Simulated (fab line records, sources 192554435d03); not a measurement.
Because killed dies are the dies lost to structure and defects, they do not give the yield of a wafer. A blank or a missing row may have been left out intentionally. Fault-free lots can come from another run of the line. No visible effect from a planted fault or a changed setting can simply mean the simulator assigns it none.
The tool behind it: which one? / flow n5_finfet / 12 lots with 36 wafers sampled at 2 steps, on a route of 1938 steps

WHAT THE GAUGES READ, wafer by wafer
N5_BEOL_M9_THK_MEAS_01.
lot=L075; measured=day 9 16:47; on=film_metro-01; M9_ILD_THK (nm)=265 265 268
lot=L080; measured=day 11 05:05; on=film_metro-01; M9_ILD_THK (nm)=261 267 264
lot=L077; measured=day 11 07:35; on=film_metro-01; M9_ILD_THK (nm)=268 270 270
lot=L082; measured=day 11 09:37; on=film_metro-02; M9_ILD_THK (nm)=261 263 268
lot=L081; measured=day 11 18:23; on=film_metro-01; M9_ILD_THK (nm)=262 271 265
lot=L085; measured=day 12 19:00; on=film_metro-01; M9_ILD_THK (nm)=263 267 268
lot=L088; measured=day 13 08:11; on=film_metro-02; M9_ILD_THK (nm)=266 264 270
lot=L089; measured=day 14 00:52; on=film_metro-01; M9_ILD_THK (nm)=265 265 269
lot=L091; measured=day 14 09:10; on=film_metro-02; M9_ILD_THK (nm)=262 264 265
lot=L093; measured=day 14 17:02; on=film_metro-01; M9_ILD_THK (nm)=264 263 270
lot=L095; measured=day 15 05:41; on=film_metro-01; M9_ILD_THK (nm)=266 267 270
lot=L097; measured=day 16 01:32; on=film_metro-01; M9_ILD_THK (nm)=264 266 268

EACH LOT AND THE TOOL THAT RAN IT (in order: tool; ch and the chambers of the sampled wafers; start)
lot=L075; N5_BEOL_M8_CMP_52=cmp-01 ch 0,3, day 9 15:42
lot=L080; N5_BEOL_M8_CMP_52=cmp-01 ch 0,1,2, day 11 03:58
lot=L077; N5_BEOL_M8_CMP_52=cmp-01 ch 1,2,3, day 11 06:32
lot=L082; N5_BEOL_M8_CMP_52=cmp-04 ch 0,2,3, day 11 08:37
lot=L081; N5_BEOL_M8_CMP_52=cmp-01 ch 0,1,2, day 11 17:25
lot=L085; N5_BEOL_M8_CMP_52=cmp-04 ch 1,3, day 12 17:58
lot=L088; N5_BEOL_M8_CMP_52=cmp-02 ch 1,2,3, day 13 07:05
lot=L089; N5_BEOL_M8_CMP_52=cmp-02 ch 1,2,3, day 13 23:50
lot=L091; N5_BEOL_M8_CMP_52=cmp-01 ch 0,1,3, day 14 08:04
lot=L093; N5_BEOL_M8_CMP_52=cmp-04 ch 0,3, day 14 15:55
lot=L095; N5_BEOL_M8_CMP_52=cmp-04 ch 1,2,3, day 15 04:07
lot=L097; N5_BEOL_M8_CMP_52=cmp-02 ch 0,2, day 16 00:29
- N5_BEOL_M8_CMP_52: polishes, stops on SiCOH lowk, t overpolish 6.9 s, target thk 80 nm.

THE ANSWER, worked out from the rows above alone
Rule: usual is defined by the lots themselves. The widest of any qualifying gaps counts: lots, ordered by their means at a reading, are off when they make up no more than a third of the lots, leave a main group of 4 or more, and stand apart from it by 3 or more times the standard deviation of that group's means. A main group is skipped when, at the precision printed for the reading in the tables above, its means are all equal. Also off: a lot with no number at a reading for which 4 or more lots have one. All remaining lots with rows at the step are treated as sound.
Across all readings shown, no lot is off: no conclusion can be drawn from this.

WHAT THE SIMULATOR HAD PUT IN
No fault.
